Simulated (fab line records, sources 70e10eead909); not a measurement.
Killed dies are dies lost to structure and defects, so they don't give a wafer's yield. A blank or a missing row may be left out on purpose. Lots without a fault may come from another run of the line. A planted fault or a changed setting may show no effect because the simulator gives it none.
A struck lot beside a sound one | flow nand_harc | 41 steps out of a route of 1302
Sound: wafers L458.2, L458.4, L458.6. Struck: wafers L447.2, L447.5, L447.6. The cause comes at the end.
At each step with rows: each side's tool, then ch and its chambers, then its first start. Under that, the readings that differ: sound wafers | struck wafers | difference of the means | sigmas: that difference in standard deviations of wafers without a fault.
alike: readings whose means differ by less than 2 such deviations, and words and numbers that are the same on both sides. not compared: withheld readings, readings that some wafer has no value for, bounds like >300 that may hide the same value, and numbers for which the record gives no deviation and whose values overlap.
The two part at a step that has a row with sigmas, a row that says differs or no value, or rows on one side only. Numbers that don't overlap but have no deviation are shown without sigmas and don't part them. A reading that every wafer of one side lacks parts them only if that side has two wafers or more.

first, 4 steps without rows for these wafers: NHARC_A_CONTACT_EBR_04; NHARC_A_CONTACT_EXPOSE_05 (exposes mask A CC); NHARC_A_CONTACT_PEB_06 (peb time 65 s); NHARC_A_CONTACT_DEVELOP_07 (develop time 35 s).
NHARC_A_CONTACT_CD_MEAS_08: target cd 200 nm.
  sound on cd_sem-01 ch 0, day 28 21:02; struck on cd_sem-03 ch 0, day 24 23:04
  alike: cd_nm
NHARC_A_CONTACT_OVL_MEAS_09:
  sound on overlay-02, day 28 21:08; struck on overlay-02, day 24 23:10
  reading           | sound       | struck         | difference | sigmas
  overlay_y_nm (nm) | 0.9 0.3 1.7 | -1.4 -1.8 -1.7 | -2.6       | -3
  alike: overlay_x_nm
NHARC_A_CONTACT_INSPECT_10:
  sound on defect_inspect-02, day 28 21:10; struck on defect_inspect-02, day 24 23:11
  reading          | sound       | struck   | difference | sigmas
  raw_defect_count | 113 124 112 | 40 40 33 | -79        | -2
then, 3 steps without rows for these wafers: NHARC_A_CONTACT_DESCUM_13 (chemistry O2, time 3 s); NHARC_A_CONTACT_ETCH_88 (etches the open film in CF4, target depth 39 nm, time 65 s); NHARC_A_CONTACT_ETCH_89 (etches the open film in N2/H2, target depth 260 nm, time 475.3 s).
NHARC_A_CONTACT_ETCH_30: etches the open film in CF4/CHF3, target depth 72.6 nm, time 36.3 s.
  sound on rie_diel-05 ch 0,1,3; struck on rie_diel-01 ch 1,2,3
  alike: drypump_motor_current_A, oes_product_au, rf_vpp_V, showerhead_plenum_p_Torr, throttle_valve_pct
  not compared: rf_hours_counter_h
then, 1 step without rows for these wafers: NHARC_A_CONTACT_ETCH_31 (etches the open film in O2/COS, target depth 2800 nm, time 728 s).
NHARC_A_CONTACT_ETCH_134: etches the open film in C4F8/O2/Ar, time 140 s, target depth 700 nm.
  sound on har_cap_etch-03 ch 0, day 28 22:20; struck on har_cap_etch-03 ch 0,1, day 25 00:35
  alike: oes_air_line_au
  not compared: rf_hours_counter_h
NHARC_A_CONTACT_ETCH_135: etches the open film in C4F8/O2/Ar, time 311 s, target depth 1912 nm.
  sound on har_cap_etch-03 ch 0, day 28 22:32; struck on har_cap_etch-03 ch 0,1, day 25 00:48
  alike: oes_air_line_au
  not compared: rf_hours_counter_h
then, 5 steps without rows for these wafers: NHARC_A_CONTACT_ETCH_136 (etches the open film in C4F8/O2/Ar, time 311 s, target depth 1912 nm); NHARC_A_CONTACT_ETCH_137 (etches the open film in C4F8/O2/Ar, time 311 s, target depth 1912 nm); NHARC_A_CONTACT_ETCH_138 (etches the open film in C4F8/O2/Ar, time 311 s, target depth 1914 nm); NHARC_A_CONTACT_ETCH_139 (etches the open film in C4F8/O2/Ar, time 195 s, target depth 840 nm); NHARC_A_CONTACT_ETCH_92 (etches the open film in CH3F/O2, target depth 40 nm, time 85.7 s).
NHARC_A_CONTACT_ETCH_98: etches the open film in C4F6/O2, target depth 20 nm, time 10 s.
  sound on rie_diel-01 ch 0,1,3; struck on rie_diel-05 ch 0,3
  alike: drypump_motor_current_A, o2_flow_sccm, oes_product_au, rf_vpp_V, showerhead_plenum_p_Torr, throttle_valve_pct
  not compared: rf_hours_counter_h
NHARC_A_CONTACT_CD_MEAS_15:
  sound on cd_sem-01, day 29 00:25; struck on cd_sem-02, day 25 02:37
  alike: cd_nm
then, 7 steps without rows for these wafers: NHARC_A_CONTACT_STRIP_107 (strips in N2/H2); NHARC_A_CONTACT_STRIP_108 (strips in CF4/CHF3); NHARC_A_CONTACT_STRIP_109 (strips in O2/COS); NHARC_A_CONTACT_ETCH_110 (etches the open film in CF4/O2, target depth 60 nm, overetch 6 nm, time 33 s); NHARC_A_CONTACT_STRIP_26 (strips in O2); NHARC_A_CONTACT_STRIP_27 (strips in post etch residue remover, time 600 s); NHARC_A_CONTACT_ALD_18 (deposits TiN, target thk 3 nm, pulse time 1 s, ald cycles 150).
NHARC_A_CONTACT_CVD_19: deposits W, target thk 300 nm, time 802 s.
  sound on cvd_w-01 ch 1; struck on cvd_w-01 ch 0,1
  alike: heater_power_w, throttle_valve_pct
NHARC_A_CONTACT_CMP_20: polishes, t overpolish 30 s, target thk 300 nm.
  sound on cmp-04 ch 1,2,3, day 29 02:29; struck on cmp-02 ch 2,3, day 25 04:39
  alike: motor_current_A, overpolish_run_s, slurry_filter_dp_kPa, slurry_flow_ml_min, time_to_endpoint_s
then, 10 steps without rows for these wafers: NHARC_A_CONTACT_SRD_22; NHARC_A_BLC_DEHYDRATE_00 (time 120 s); NHARC_A_BLC_HMDS_01 (time 30 s); NHARC_A_BLC_COAT_02 (time 75 s); NHARC_A_BLC_COAT_03 (time 65 s); NHARC_A_BLC_COAT_04 (resist thk 90 nm); NHARC_A_BLC_SOFTBAKE_05 (time 55 s); NHARC_A_BLC_EBR_06; NHARC_A_BLC_EXPOSE_07 (exposes mask A BLC, target cd 100 nm); NHARC_A_BLC_PEB_08 (peb time 65 s).
-- the record jumps here: 2 days lie between the struck wafers' starts before and after (it left off in module A_BLC and takes up again in module END, whose first step shown is number 1302 of the route) --
NHARC_END_SORT_01:
  the record has rows for the struck wafers here (prober-01 ch 0, day 27 07:40) and none for the sound ones

WHERE THEY PART
First at NHARC_A_CONTACT_OVL_MEAS_09; last, within this record, at NHARC_END_SORT_01.

WHY: what the simulator had put in
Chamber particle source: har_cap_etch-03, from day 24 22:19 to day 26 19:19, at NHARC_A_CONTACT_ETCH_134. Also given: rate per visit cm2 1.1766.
